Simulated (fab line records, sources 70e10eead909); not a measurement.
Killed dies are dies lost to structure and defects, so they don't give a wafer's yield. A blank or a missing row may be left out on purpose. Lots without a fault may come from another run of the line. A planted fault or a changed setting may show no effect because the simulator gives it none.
Chamber matching | flow nand_harc | NHARC_A_M0_PRE_CLEAN_31 on pecvd-02: 3 sister chambers
The step time 12 s. 3 wafers are shown with their chamber, then 9 later ones without.

WAFERS WITH THEIR CHAMBER
wafer  | chamber | heater_power_w (W)
L088.3 | 2       | 665
L088.4 | 0       | 811
L088.6 | 1       | 682

WAFERS WITHOUT THEIR CHAMBER
wafer  | heater_power_w (W)
L091.1 | 681
L091.4 | 706
L091.6 | 846
L096.1 | 881
L096.4 | 634
L096.5 | 883
L097.1 | 817
L097.3 | 608
L097.5 | 605

WHICH CHAMBER EACH WENT THROUGH
wafer  | from the rows above          | in truth
L091.1 | can't be placed: 1 or 2      | 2
L091.4 | can't be placed: 1 or 2 or 0 | 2
L091.6 | 0                            | 0
L096.1 | 0                            | 0
L096.4 | can't be placed: 2 or 1      | 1
L096.5 | 0                            | 0
L097.1 | 0                            | 0
L097.3 | can't be placed: 2 or 1      | 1
L097.5 | can't be placed: 2 or 1      | 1
Placed correctly: 4 of 9. Can't be placed from these rows: 5 (the true chamber is among the candidates in 5). Placed wrongly: 0.
How it was worked out, from the rows above alone: a wafer's distance from a chamber is the root of the sum, over the readings, of the square of ((its reading less the chamber's mean) divided by the reading's scatter). The wafer belongs to the nearest chamber; if the next one is less than 2 further off, it can't be placed. A chamber's mean is the mean of its shown wafers. The scatter: with one shown wafer a chamber, the root of the mean of the squares of how far each hidden wafer lies from its nearest shown one.
